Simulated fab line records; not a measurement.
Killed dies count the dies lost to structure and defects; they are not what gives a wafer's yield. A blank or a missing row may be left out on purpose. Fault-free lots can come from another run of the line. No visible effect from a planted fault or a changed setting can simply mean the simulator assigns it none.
fab line records -- flow n5-finfet
record lots=7, wafers=20, last-day=17
route steps=1938 shown BEOL_M12@1633 BEOL_M15@1830 PASSIVATION@1936
lots that met no fault: from a run of the same line without faults
start-h: hours from the record's opening day to when the first of the lot's shown wafers began -- wait-h: hours elapsed since this lot's preceding step -- " repeats the value in the row above -- L1.1+2: one row covering several wafers at once -- - no value, or no start was given -- * or withheld: withheld -- < > ~ a bound
route shown NAME@n: NAME is a module with steps in the file, n the number in the route of the first one -- usual: mean/standard deviation taken from wafers without a fault -- same: alike in all rows -- chamber/n: place in a boat -- sites: readings site by site -- _std_site: their standard deviation -- _edge_site: mean of outer sites minus mean of inner sites -- radius-mm: for every site, how far away it sits from the centre of the wafer -- mask NAME#n: copy n -- behind: tool/chamber where the wafer was last shaped -- hold: what put the lot on hold/how long, in hours/how the hold closed -- device: transistor that didn't switch, given as n, p or np -- end of line: at the end of the route, the tests of the same wafers -- where a step has no rows: the recipe by itself -- killed: at the first sort, the dies lost to defects and structure; wafer yield is something else -- map: dies across one wafer; x = killed, . = not, _ = none there
set.NAME: the setting that was run; set.NAME@STEP: the one run at that earlier step -- model.NAME: the simulator's own value behind a step, which no gauge read
a sample of lots followed through the steps of the route, with each step as a table and each wafer as a row
services: when a tool's chamber went out of use (start-h, in hours from the record's first day, below 0 if earlier), for how many hours, and the reason
## steps
# step N5_BEOL_M12_OVL_MEAS_29
# recipe points-per-wafer=44
# usual M12_OVL=3/5.2
# same points-per-wafer=44
lot.wafer,tool,chamber,start-h,wait-h,M12_OVL[nm]
L402.2,overlay-02,0,230.91,0.0,8
L402.4,overlay-02,0,230.91,0.0,8
L402.6,overlay-02,0,230.91,0.0,5
L405.1,overlay-01,0,241.71,0.0,9
L405.6,overlay-01,0,241.71,0.0,5
L406.1,overlay-01,0,260.33,0.0,3
L406.4,overlay-01,0,260.33,0.0,3
L406.5,overlay-01,0,260.33,0.0,7
L416.2,overlay-02,0,309.24,0.0,-2
L416.5,overlay-02,0,309.24,0.0,5
L416.6,overlay-02,0,309.24,0.0,-3
L415.1,overlay-02,0,318.83,0.0,-4
L415.3,overlay-02,0,318.83,0.0,2
L415.6,overlay-02,0,318.83,0.0,6
L419.2,overlay-02,0,343.21,0.0,16
L419.3,overlay-02,0,343.21,0.0,10
L419.5,overlay-02,0,343.21,0.0,7
L423.3,overlay-02,0,370.40,0.0,2
L423.5,overlay-02,0,370.40,0.0,1
L423.6,overlay-02,0,370.40,0.0,2
# step N5_BEOL_M12_INSPECT_30
# recipe mode=adi, inspect-instrument=macro
# usual raw-defect-count=2.1/1.4
lot.wafer,tool,chamber,start-h,wait-h,raw-defect-count
L402.2,defect-inspect-01,-,230.93,0.0,2
L402.4,defect-inspect-01,-,230.93,0.0,2
L402.6,defect-inspect-01,-,230.93,0.0,2
L405.1,defect-inspect-01,-,241.73,0.0,2
L405.6,defect-inspect-01,-,241.73,0.0,2
L406.1,defect-inspect-02,-,260.35,0.0,2
L406.4,defect-inspect-02,-,260.35,0.0,2
L406.5,defect-inspect-02,-,260.35,0.0,2
L416.2,defect-inspect-02,-,309.27,0.0,3
L416.5,defect-inspect-02,-,309.27,0.0,3
L416.6,defect-inspect-02,-,309.27,0.0,4
L415.1,defect-inspect-02,-,318.86,0.0,3
L415.3,defect-inspect-02,-,318.86,0.0,1
L415.6,defect-inspect-02,-,318.86,0.0,2
L419.2,defect-inspect-02,-,343.24,0.0,1
L419.3,defect-inspect-02,-,343.24,0.0,3
L419.5,defect-inspect-02,-,343.24,0.0,2
L423.3,defect-inspect-01,-,370.42,0.0,1
L423.5,defect-inspect-01,-,370.42,0.0,6
L423.6,defect-inspect-01,-,370.42,0.0,2
# step N5_BEOL_M12_TRENCH_ETCH_34
# recipe chemistry=C4F8/O2/Ar, target=SiOC, target-depth-a=3189.5, mask-material=SOC, pressure-mtorr=30, source-w=3000, bias-w=700, Ar_flow_sccm=400, C4F8_flow_sccm=15, O2_flow_sccm=8, he-inner-torr=15, he-outer-torr=30, time-s=125.5, ion-energy-ev=250
# usual drypump-motor-current-A=5.3/0.53, oes-product-au=0.83/0.097, rf-vpp-V=665/3.3, showerhead-plenum-p-Torr=3.39/0.11, throttle-valve-pct=24.1/0.32
lot.wafer,tool,chamber,start-h,wait-h,drypump-motor-current-A,oes-product-au,rf-hours-counter-h,rf-vpp-V,showerhead-plenum-p-Torr,throttle-valve-pct
L402.2,rie-diel-01,2,231.81,0.0,6.3,0.98,2,663,3.34,23.9
L402.4,rie-diel-01,1,231.81,0.0,4.7,0.70,219,669,3.52,24.4
L402.6,rie-diel-01,0,231.81,0.0,4.9,0.89,-,663,3.37,24.2
L405.1,rie-diel-01,2,242.22,0.0,6.3,0.95,6,664,3.34,24.0
L405.6,rie-diel-01,0,242.22,0.0,4.9,0.89,-,666,3.37,24.2
L406.1,rie-diel-01,0,260.91,0.0,4.9,0.87,42,664,3.36,24.2
L406.4,rie-diel-01,3,260.91,0.0,4.8,0.92,19,665,3.31,23.6
L406.5,rie-diel-01,1,260.91,0.0,4.7,0.70,-,668,3.51,24.4
L416.2,rie-diel-04,0,309.66,0.0,5.4,0.89,38,664,3.35,24.4
L416.5,rie-diel-04,1,309.66,0.0,5.3,0.85,-,669,3.57,23.8
L416.6,rie-diel-04,2,309.66,0.0,5.3,0.68,-,659,3.23,23.9
L415.1,rie-diel-04,2,319.25,0.0,5.3,0.67,251,660,3.23,23.9
L415.3,rie-diel-04,1,319.25,0.0,5.3,0.84,56,671,3.56,23.8
L415.6,rie-diel-04,0,319.25,0.0,5.4,0.89,-,666,3.34,24.4
L419.2,rie-diel-01,2,343.64,0.0,6.3,0.86,45,662,3.32,24.0
L419.3,rie-diel-01,1,343.64,0.0,4.7,1.00,3,667,3.50,24.0
L419.5,rie-diel-01,1,343.64,0.0,4.7,1.00,-,668,3.50,24.0
L423.3,rie-diel-04,3,370.82,0.0,4.9,0.94,19,666,3.51,24.3
L423.5,rie-diel-04,1,370.82,0.0,5.3,0.82,-,670,3.55,23.9
L423.6,rie-diel-04,0,370.82,0.0,5.5,0.86,-,663,3.33,24.4
# step N5_BEOL_M12_OCD_MEAS_35
# usual trench-depth-nm=319/6.1
lot.wafer,tool,chamber,start-h,wait-h,trench-depth-nm
L402.2,ocd-01,-,231.97,0.0,328
L402.4,ocd-01,-,231.97,0.0,315
L402.6,ocd-01,-,231.97,0.0,322
L405.1,ocd-02,-,242.37,0.0,326
L405.6,ocd-02,-,242.37,0.0,280
L406.1,ocd-01,-,261.06,0.0,319
L406.4,ocd-01,-,261.06,0.0,325
L406.5,ocd-01,-,261.06,0.0,277
L416.2,ocd-01,-,309.82,0.0,316
L416.5,ocd-01,-,309.82,0.0,315
L416.6,ocd-01,-,309.82,0.0,317
L415.1,ocd-01,-,319.41,0.0,319
L415.3,ocd-01,-,319.41,0.0,318
L415.6,ocd-01,-,319.41,0.0,319
L419.2,ocd-02,-,343.79,0.0,323
L419.3,ocd-02,-,343.79,0.0,329
L419.5,ocd-02,-,343.79,0.0,329
L423.3,ocd-02,-,370.98,0.0,329
L423.5,ocd-02,-,370.98,0.0,318
L423.6,ocd-02,-,370.98,0.0,321
# step N5_BEOL_M12_DEGAS_41
# recipe ambient=vacuum, temp-c=250, time-s=60
# usual heater-power-w=325/27
lot.wafer,tool,chamber,start-h,wait-h,heater-power-w
L402.2,pvd-sputter-03,-,233.56,0.1,335
L402.4,pvd-sputter-03,-,233.56,0.1,274
L402.6,pvd-sputter-03,-,233.56,0.1,331
L405.1,pvd-sputter-02,-,247.45,0.2,310
L405.6,pvd-sputter-02,-,247.45,0.2,312
L406.1,pvd-sputter-01,-,262.86,0.3,366
L406.4,pvd-sputter-01,-,262.86,0.3,304
L406.5,pvd-sputter-01,-,262.86,0.3,297
L416.2,pvd-sputter-03,-,311.24,0.5,329
L416.5,pvd-sputter-03,-,311.24,0.5,311
L416.6,pvd-sputter-03,-,311.24,0.5,316
L415.1,pvd-sputter-01,-,322.49,0.4,394
L415.3,pvd-sputter-01,-,322.49,0.4,355
L415.6,pvd-sputter-01,-,322.49,0.4,321
L419.2,pvd-sputter-01,-,344.57,0.2,317
L419.3,pvd-sputter-01,-,344.57,0.2,301
L419.5,pvd-sputter-01,-,344.57,0.2,359
L423.3,pvd-sputter-02,-,371.97,0.5,350
L423.5,pvd-sputter-02,-,371.97,0.5,334
L423.6,pvd-sputter-02,-,371.97,0.5,291
# step N5_BEOL_M12_THK_MEAS_50
# recipe thk-meas-gauge=xrf, reads=Cu_of_BEOL_M12_ECD_47
# usual M12_THK=324/6.8
lot.wafer,tool,chamber,start-h,wait-h,M12_THK[nm]
L402.2,film-metro-01,-,234.92,-,333
L402.4,film-metro-01,-,234.92,-,319
L402.6,film-metro-01,-,234.92,-,331
L405.1,film-metro-01,-,248.54,-,334
L405.6,film-metro-01,-,248.54,-,289
L406.1,film-metro-01,-,263.95,-,325
L406.4,film-metro-01,-,263.95,-,329
L406.5,film-metro-01,-,263.95,-,281
L416.2,film-metro-01,-,312.62,-,321
L416.5,film-metro-01,-,312.62,-,317
L416.6,film-metro-01,-,312.62,-,320
L415.1,film-metro-01,-,324.09,-,322
L415.3,film-metro-01,-,324.09,-,321
L415.6,film-metro-01,-,324.09,-,324
L419.2,film-metro-01,-,345.66,-,327
L419.3,film-metro-01,-,345.66,-,337
L419.5,film-metro-01,-,345.66,-,331
L423.3,film-metro-01,-,373.06,-,333
L423.5,film-metro-01,-,373.06,-,324
L423.6,film-metro-01,-,373.06,-,330
# step N5_BEOL_M12_RS_MEAS_54
# recipe thk-meas-gauge=four-point-probe, reads=Cu_of_BEOL_M12_ECD_47+Ta_of_BEOL_M12_SPUTTER_44+TaN_of_BEOL_M12_SPUTTER_43
# usual M12_RS=0.0599/0.0012
lot.wafer,tool,chamber,start-h,wait-h,M12_RS[ohm/sq]
L402.2,film-metro-01,-,235.05,0.0,0.0580
L402.4,film-metro-01,-,235.05,0.0,0.0610
L402.6,film-metro-01,-,235.05,0.0,0.0586
L405.1,film-metro-01,-,248.67,0.0,0.0586
L405.6,film-metro-01,-,248.67,0.0,0.0679
L406.1,film-metro-01,-,264.35,0.3,0.0597
L406.4,film-metro-01,-,264.35,0.3,0.0589
L406.5,film-metro-01,-,264.35,0.3,0.0694
L416.2,film-metro-01,-,312.75,0.1,0.0599
L416.5,film-metro-01,-,312.75,0.1,0.0608
L416.6,film-metro-01,-,312.75,0.1,0.0601
L415.1,film-metro-01,-,324.21,0.0,0.0603
L415.3,film-metro-01,-,324.21,0.0,0.0603
L415.6,film-metro-01,-,324.21,0.0,0.0600
L419.2,film-metro-01,-,345.79,0.0,0.0595
L419.3,film-metro-01,-,345.79,0.0,0.0573
L419.5,film-metro-01,-,345.79,0.0,0.0585
L423.3,film-metro-02,-,373.19,0.0,0.0583
L423.5,film-metro-02,-,373.19,0.0,0.0602
L423.6,film-metro-02,-,373.19,0.0,0.0591
# step N5_BEOL_M15_RC_MEAS_101
# usual COMB_M10=1.5e-11/3.5e-12, COMB_M11=1.4e-11/2.8e-12, COMB_M12=6.1e-12/1.3e-12, COMB_M13=4.9e-12/1.2e-12, COMB_M14=3.8e-12/8.8e-13, COMB_M14_max_site=5.5e-12/1.3e-12, COMB_M15=2.6e-12/7.2e-13, COMB_M5=3.7e-11/8e-12, COMB_M6=2.6e-11/5.5e-12, COMB_M7=2.5e-11/5.9e-12, COMB_M8=2.6e-11/4.9e-12, COMB_M9=1.5e-11/3.3e-12, SERP_M10=3.07/0.11, SERP_M11=3.08/0.092, SERP_M12=0.632/0.019, SERP_M12_max_site=0.646/0.02, SERP_M13=0.307/0.0095, SERP_M14=0.162/0.004, SERP_M5=38.4/1.9, SERP_M5_max_site=40.0/2.2, SERP_M6=13.8/0.65, SERP_M7=13.7/0.68, SERP_M8=13.6/0.69, SERP_M9=3.07/0.12
lot.wafer,tool,chamber,start-h,wait-h,COMB_M10[S/m],COMB_M11[S/m],COMB_M12[S/m],COMB_M13[S/m],COMB_M14[S/m],COMB_M14_max_site[S/m],COMB_M15[S/m],COMB_M5[S/m],COMB_M6[S/m],COMB_M7[S/m],COMB_M8[S/m],COMB_M9[S/m],SERP_M10[ohm/um],SERP_M11[ohm/um],SERP_M12[ohm/um],SERP_M12_max_site[ohm/um],SERP_M13[ohm/um],SERP_M14[ohm/um],SERP_M5[ohm/um],SERP_M5_max_site[ohm/um],SERP_M6[ohm/um],SERP_M7[ohm/um],SERP_M8[ohm/um],SERP_M9[ohm/um]
L402.2,prober-02,0,256.29,0.2,1.2e-11,1.51e-11,6.4e-12,4.5e-12,4.3e-12,5.2e-12,2.4e-12,3.9e-11,2.6e-11,2.6e-11,2.6e-11,1.4e-11,3.00,3.05,0.608,0.622,0.317,0.168,36.3,37.7,13.5,13.1,13.6,3.07
L402.4,prober-02,0,256.29,0.2,1.9e-11,1.31e-11,4.5e-12,6e-12,3.5e-12,4.5e-12,4.1e-12,3e-11,2.6e-11,3.4e-11,1.8e-11,1.6e-11,2.93,3.16,0.650,0.664,0.296,0.160,38.3,42.4,13.7,13.9,13.0,3.14
L402.6,prober-02,0,256.29,0.2,2.2e-11,1.05e-11,5.3e-12,5e-12,3.4e-12,4.2e-12,3.2e-12,4.5e-11,3.3e-11,3.2e-11,2.6e-11,1.8e-11,2.90,3.06,0.621,0.637,0.300,0.163,37.9,41.4,14.4,15.0,13.0,2.94
L405.1,prober-02,0,267.97,0.0,2e-11,1.23e-11,6.2e-12,4.7e-12,3.9e-12,4.9e-12,3.2e-12,3.3e-11,2.8e-11,2.1e-11,2.9e-11,1e-11,3.02,3.14,0.634,0.645,0.309,0.160,38.9,40.6,14.5,14.3,13.9,3.18
L405.6,prober-02,0,267.97,0.0,1.7e-11,1.12e-11,5.7e-12,5.7e-12,4e-12,5.4e-12,3.2e-12,4.1e-11,2.9e-11,2.3e-11,3e-11,1.4e-11,3.27,3.08,0.722,0.737,0.310,0.160,40.5,41.4,14.8,13.0,13.0,3.49
L406.1,prober-01,0,280.76,0.0,1.1e-11,1.74e-11,3.8e-12,4.7e-12,3.7e-12,6e-12,3.3e-12,3.9e-11,2.8e-11,2.2e-11,2.6e-11,1.4e-11,2.90,3.09,0.627,0.643,0.313,0.168,36.6,37.7,13.8,14.0,14.1,2.98
L406.4,prober-01,0,280.76,0.0,1.1e-11,1.73e-11,6.6e-12,4.3e-12,2.5e-12,3.6e-12,3e-12,3.1e-11,2.5e-11,2.1e-11,2.1e-11,1.7e-11,3.06,3.12,0.638,0.660,0.319,0.161,37.7,40.4,13.5,13.7,13.4,3.24
L406.5,prober-01,0,280.76,0.0,1.1e-11,1.11e-11,3.8e-12,5.5e-12,3.7e-12,4.9e-12,3.2e-12,2.7e-11,2.2e-11,2.2e-11,2.4e-11,1.1e-11,2.95,3.34,0.757,0.776,0.324,0.160,38.7,42.9,13.9,13.7,14.6,3.18
L416.2,prober-02,0,328.13,0.2,1.9e-11,1.32e-11,5.8e-12,5.3e-12,4e-12,5.4e-12,3e-12,3.7e-11,2.4e-11,3.1e-11,2.1e-11,1.2e-11,3.39,3.00,0.640,0.658,0.309,0.170,37.8,39.2,13.9,14.7,13.5,3.15
L416.5,prober-02,0,328.13,0.2,1.3e-11,1.68e-11,7.6e-12,6e-12,5e-12,6.5e-12,3.7e-12,3.3e-11,2.5e-11,2.9e-11,2.8e-11,1.4e-11,3.16,3.13,0.664,0.680,0.299,0.160,37.6,39.1,13.8,13.8,13.6,3.03
L416.6,prober-02,0,328.13,0.2,1.3e-11,1.32e-11,8.5e-12,4.6e-12,4.7e-12,6.5e-12,3.7e-12,3.2e-11,2.9e-11,3.9e-11,2.7e-11,1.7e-11,3.41,3.15,0.646,0.672,0.292,0.169,39.9,40.8,13.4,15.5,13.8,3.12
L415.1,prober-01,0,340.56,0.0,1.3e-11,1.68e-11,5.4e-12,5.4e-12,4.5e-12,6.5e-12,2.3e-12,3.2e-11,1.7e-11,2e-11,2.8e-11,1.4e-11,3.12,3.13,0.633,0.645,0.300,0.162,37.1,39.7,14.8,13.4,13.7,3.28
L415.3,prober-01,0,340.56,0.0,1.6e-11,1.42e-11,6.5e-12,4.6e-12,5.2e-12,1.07e-11,2.3e-12,4.5e-11,2.5e-11,1.9e-11,2.4e-11,1.2e-11,3.12,3.15,0.635,0.641,0.298,0.168,40.3,41.8,14.2,14.3,14.2,3.36
L415.6,prober-01,0,340.56,0.0,1.9e-11,1.48e-11,5.2e-12,5.7e-12,3e-12,6e-12,1.9e-12,3.1e-11,2.7e-11,2.5e-11,2.6e-11,1.3e-11,3.26,3.13,0.621,0.643,0.314,0.157,34.8,36.0,13.5,13.8,14.4,3.26
L419.2,prober-02,0,365.03,0.7,2.2e-11,1.57e-11,7e-12,6.3e-12,3.9e-12,6.3e-12,3.5e-12,4.3e-11,2.9e-11,2.6e-11,2.7e-11,2e-11,3.02,3.17,0.654,0.664,0.292,0.158,37.5,38.7,14.4,13.8,14.5,3.03
L419.3,prober-02,0,365.03,0.7,1.8e-11,1.38e-11,8.4e-12,5e-12,4.1e-12,6.7e-12,3.3e-12,3.3e-11,2e-11,2.5e-11,2.7e-11,1.5e-11,3.06,2.95,0.618,0.630,0.306,0.157,36.4,37.3,13.3,12.4,13.9,3.03
L419.5,prober-02,0,365.03,0.7,2.1e-11,1.66e-11,7.4e-12,6.1e-12,3.6e-12,5.2e-12,3.6e-12,2.4e-11,2.5e-11,2.6e-11,2.4e-11,1.3e-11,2.95,3.19,0.609,0.620,0.292,0.156,40.7,43.7,13.2,12.1,14.2,3.08
L423.3,prober-01,0,388.27,0.3,1.6e-11,1.49e-11,5.4e-12,4.8e-12,4.3e-12,7.1e-12,2.1e-12,2.6e-11,2.8e-11,2.4e-11,3e-11,1.6e-11,3.16,3.17,0.639,0.646,0.300,0.171,38.9,41.5,12.2,14.0,13.4,3.03
L423.5,prober-01,0,388.27,0.3,2.1e-11,1.44e-11,4.9e-12,3.5e-12,4.2e-12,6.7e-12,2e-12,3.5e-11,3.6e-11,2.7e-11,3.5e-11,1.4e-11,3.06,3.11,0.633,0.651,0.319,0.156,36.0,37.5,13.2,14.0,13.8,3.18
L423.6,prober-01,0,388.27,0.3,2.2e-11,1.41e-11,3.6e-12,4.4e-12,4e-12,4.8e-12,1.7e-12,3.4e-11,3.3e-11,3.1e-11,2.4e-11,1.4e-11,3.01,3.10,0.624,0.631,0.301,0.170,38.8,40.8,13.4,12.8,13.6,3.06
# sites SERP_M12 radius-mm=0,75,75,75,75,140,140,140,140
L402.2 0.601 0.600 0.622 0.602 0.608 0.617 0.617 0.607 0.620
L405.1 0.623 0.625 0.642 0.642 0.634 0.639 0.626 0.645 0.632
L406.1 0.632 0.625 0.625 0.622 0.627 0.643 0.634 0.637 0.627
L416.2 0.635 0.640 0.647 0.658 0.647 0.626 0.632 0.628 0.643
L415.1 0.637 0.642 0.645 0.632 0.639 0.629 0.615 0.633 0.614
L419.2 0.654 0.657 0.654 0.649 0.647 0.634 0.651 0.664 0.660
L423.3 0.646 0.629 0.629 0.643 0.627 0.639 0.641 0.639 0.634
# step N5_PASSIVATION_PROBE_49
# usual defect-limited-yield=91.1/1.5, killed_at_M0_to_M3=35/11, killed_at_M4_up=13/5.7, killed-at-contacts=12/5.7, killed-at-front-end=40/11, killed-at-other=4/4.4, killed-dies=105/18, killed-open=68/14, killed-short=34/7.4, sort_bin_5_function=5.2/1, sort_bin_6_memory=3.3/0.67, sort_bin_8_speed=0.04/0.29, sort-n-pass=1074/18, sort-yield-pct=91.0/1.5
# same gross-dies=1180, killed-at-back-side=0, sort_bin_4_leakage[%]=0
lot.wafer,tool,chamber,start-h,wait-h,defect-limited-yield[%],killed_at_M0_to_M3,killed_at_M4_up,killed-at-contacts,killed-at-front-end,killed-at-other,killed-dies,killed-open,killed-short,sort_bin_5_function[%],sort_bin_6_memory[%],sort_bin_8_speed[%],sort-n-pass,sort-yield-pct[%]
L406.1,prober-02,-,296.05,0.0,91.6,36,9,6,37,11,99,49,40,5.6,2.5,0,1081,91.6
L416.2,prober-02,-,345.61,0.1,93.1,30,5,8,30,9,82,42,37,4.4,2.3,0,1098,93.1
L416.5,prober-02,-,345.76,0.2,92.1,27,12,12,41,1,93,56,37,4.6,3.0,0,1087,92.1
L416.6,prober-02,-,345.81,0.3,92.5,27,11,10,28,13,89,52,29,4.5,2.8,0,1091,92.5
L415.1,prober-02,-,356.17,0.0,90.5,34,17,10,50,1,112,76,34,6.4,2.8,0,1068,90.5
L415.3,prober-02,-,356.27,0.1,89.8,51,17,6,43,3,120,75,42,5.6,4.2,0,1060,89.8
L415.6,prober-02,-,356.42,0.3,91.3,41,7,15,34,6,103,66,37,4.9,3.2,0,1077,91.3
# killed by level:class
L406.1 BEOL_M0_SAQP:geometric-particle:short=12 MIM_TOP_ETCH:area-etch=10 GATE_CUT:geometric-particle:short=9 BEOL_M0_SAQP:geometric-particle:open=9 BEOL_M3:geometric-particle:open=7 MOL_CONTACT_COAG:geometric-particle:open=5 FIN_SAQP:geometric-particle:open=4 BEOL_M0:geometric-particle:open=4
L416.2 BEOL_M0_SAQP:geometric-particle:short=10 STI_FIN_REVEAL:geometric-particle:open=8 MOL_CONTACT_COAG:geometric-particle:open=6 BEOL_M3:geometric-particle:open=6 GATE_CUT:geometric-particle:short=5 BEOL_M3:geometric-particle:short=4 MIM_TOP_ETCH:geometric-particle:open=4 STI_FIN_REVEAL:geometric-particle:short=3
L416.5 FIN_SAQP:geometric-particle:short=12 MOL_CONTACT_COAG:geometric-particle:open=10 BEOL_M0_SAQP:geometric-particle:open=8 GATE_CUT:geometric-particle:open=7 STI_FIN_REVEAL:geometric-particle:open=5 GATE_CUT:geometric-particle:short=5 BEOL_M0_SAQP:geometric-particle:short=5 BEOL_M2:geometric-particle:open=5
L416.6 MIM_TOP_ETCH:area-etch=8 MOL_CONTACT_COAG:geometric-particle:open=6 BEOL_M2:geometric-particle:open=6 BEOL_M0_SAQP:geometric-particle:open=5 BEOL_M4:geometric-particle:open=5 ILD0:geometric-particle:short=4 MOL_CONTACT_COAG:geometric-particle:short=4 BEOL_M0:geometric-particle:open=4
L415.1 FIN_SAQP:geometric-particle:open=13 MOL_CONTACT_COAG:geometric-particle:open=9 FIN_SAQP:geometric-particle:short=8 STI_FIN_REVEAL:geometric-particle:open=8 BEOL_M3:geometric-particle:open=7 BEOL_M4:geometric-particle:open=7 ILD0:geometric-particle:short=6 BEOL_M0_SAQP:geometric-particle:short=6
L415.3 BEOL_M0_SAQP:geometric-particle:short=13 BEOL_M0_SAQP:geometric-particle:open=12 FIN_SAQP:geometric-particle:open=10 BEOL_M1:geometric-particle:open=10 BEOL_M4:geometric-particle:open=10 GATE_CUT:geometric-particle:short=9 BEOL_M2:geometric-particle:open=7 DUMMY_GATE:geometric-particle:open=6
L415.6 FIN_SAQP:geometric-particle:open=19 MOL_CONTACT_COAG:geometric-particle:open=11 BEOL_M3:geometric-particle:open=10 BEOL_M0_SAQP:geometric-particle:short=7 BEOL_M2:geometric-particle:open=7 BEOL_M0_SAQP:geometric-particle:open=6 FIN_SAQP:geometric-particle:short=5 BEOL_M0:geometric-particle:open=5
## services
tool,chamber,start-h,hours,kind
rie-diel-01,2,212.78,-,clean
rie-diel-01,2,212.78,-,consumable-replace:focus-ring
rie-diel-01,2,212.78,15.4,scheduled-down
rie-diel-01,2,212.78,15.4,vent-cycle
rie-diel-04,-,235.24,2.8,pm
rie-diel-04,-,240.99,2.6,repair
rie-diel-01,0,269.87,1.4,repair
rie-diel-04,3,299.41,-,clean
rie-diel-04,3,299.41,-,consumable-replace:focus-ring
rie-diel-04,3,299.41,19.9,scheduled-down
rie-diel-04,3,299.41,19.9,vent-cycle
rie-diel-01,1,317.11,-,clean
rie-diel-01,1,317.11,-,consumable-replace:focus-ring
rie-diel-01,1,317.11,17.8,scheduled-down
rie-diel-01,1,317.11,17.8,vent-cycle
rie-diel-04,2,320.59,4.6,repair
rie-diel-04,2,325.46,-,clean
rie-diel-04,2,325.46,-,consumable-replace:focus-ring
rie-diel-04,2,325.46,-,consumable-replace:showerhead
rie-diel-04,2,325.46,17.0,scheduled-down
rie-diel-04,2,325.46,17.0,vent-cycle
rie-diel-01,1,350.04,2.2,repair
pvd-sputter-03,-,366.40,10.0,repair
rie-diel-01,3,370.96,4.0,repair
## key
first-sign step=N5_BEOL_M12_OCD_MEAS_35, reading=trench-depth-nm, direction=down, sigmas=6.7, usual=319, struck=278
effect step=N5_BEOL_M12_THK_MEAS_50, reading=M12_THK, direction=down, sigmas=5.7, usual=324, struck=285
effect step=N5_BEOL_M12_RS_MEAS_54, reading=M12_RS, direction=up, sigmas=7.1, usual=0.0599, struck=0.0687
effect step=N5_BEOL_M15_RC_MEAS_101, reading=SERP_M12, direction=up, sigmas=5.5, usual=0.632, struck=0.739
met-at N5_BEOL_M12_TRENCH_ETCH_34
struck-lots L405,L406
struck-wafers L405.6,L406.5
baseline-loss step=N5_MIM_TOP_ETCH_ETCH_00, wafers=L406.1
not-acting-at N5_BEOL_M12_OVL_MEAS_29,N5_BEOL_M12_INSPECT_30,N5_BEOL_M12_DEGAS_41
onset-between 231.81 242.22
fault kind=process-parameter-drift, tool=rie-diel-01, chamber=-, onset-h=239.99, steps=N5_BEOL_M12_TRENCH_ETCH_34, channel=time-s, offset=*, shape=step, end-h=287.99, scope=struck-wafers-only, acts-in=*, stated=*
# baseline-loss: these wafers lose ten dies or more at that step, a loss of the line's own and not of a fault; the sort's usual values leave them out
